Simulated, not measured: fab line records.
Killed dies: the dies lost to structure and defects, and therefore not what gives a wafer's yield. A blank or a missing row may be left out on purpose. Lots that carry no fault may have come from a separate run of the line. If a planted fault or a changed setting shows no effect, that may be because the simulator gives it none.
Matching of chambers ; flow n5-finfet ; 3 sister chambers for N5_BEOL_M2_DEP_57 on pecvd-01
The step deposits SiCN from 3MS/NH3, target thk 8 nm, time 14 s. 16 wafers are shown with their chamber, then 8 later ones without.

== EACH WAFER AND ITS CHAMBER ==
wafer;chamber;showerhead-plenum-p-Torr (Torr);throttle-valve-pct (%)
L074.1;1;3.665;9.1
L074.4;0;3.649;8.8
L074.6;1;3.673;9.2
L075.2;2;3.668;9.2
L075.3;1;3.661;9.0
L075.6;1;3.657;8.8
L076.1;2;3.675;8.9
L076.3;1;3.657;9.0
L076.6;0;3.655;9.1
L082.1;0;3.664;8.9
L082.2;1;3.668;8.8
L082.3;2;3.681;8.9
L082.4;0;3.656;8.9
L082.5;2;3.680;9.0
L082.6;1;3.648;9.1
L092.1;2;3.682;9.0

SIGNATURES, as means of the wafers listed above
reading;chamber 0;chamber 1;chamber 2;scatter within a chamber
showerhead-plenum-p-Torr;3.65600;3.66129;3.67720;0.00712
throttle-valve-pct;8.925;9.000;9.000;0.138
Rule: for each reading, subtract the chamber's mean from the wafer's reading, divide by that reading's scatter and square the result; add these up over the readings and take the root, which gives the wafer's distance from the chamber. The wafer belongs to the nearest chamber; if the next one is less than 2 further off, it can't be placed. The scatter: take each reading less its chamber's mean, square it, sum over the shown wafers, divide by the number of wafers less the number of chambers, and take the root.

== WAFERS WITHOUT THEIR CHAMBER ==
wafer;showerhead-plenum-p-Torr (Torr);throttle-valve-pct (%)
L092.2;3.663;9.1
L092.5;3.657;9.0
L094.2;3.659;9.1
L094.3;3.674;8.9
L094.6;3.662;9.0
L097.2;3.663;9.0
L097.3;3.668;9.2
L097.6;3.647;9.0

== EACH ONE'S CHAMBER ==
wafer;from the rows above;in truth
L092.2;can't be placed: 1 or 0 or 2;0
L092.5;can't be placed: 0 or 1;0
L094.2;can't be placed: 1 or 0 or 2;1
L094.3;can't be placed: 2 or 1 or 0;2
L094.6;can't be placed: 1 or 0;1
L097.2;can't be placed: 1 or 0 or 2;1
L097.3;can't be placed: 1 or 2 or 0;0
L097.6;can't be placed: 0 or 1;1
0 of 8 placed correctly. Can't be placed from these rows: 8 (the true chamber is among the candidates in 8). Wrongly placed: 0.
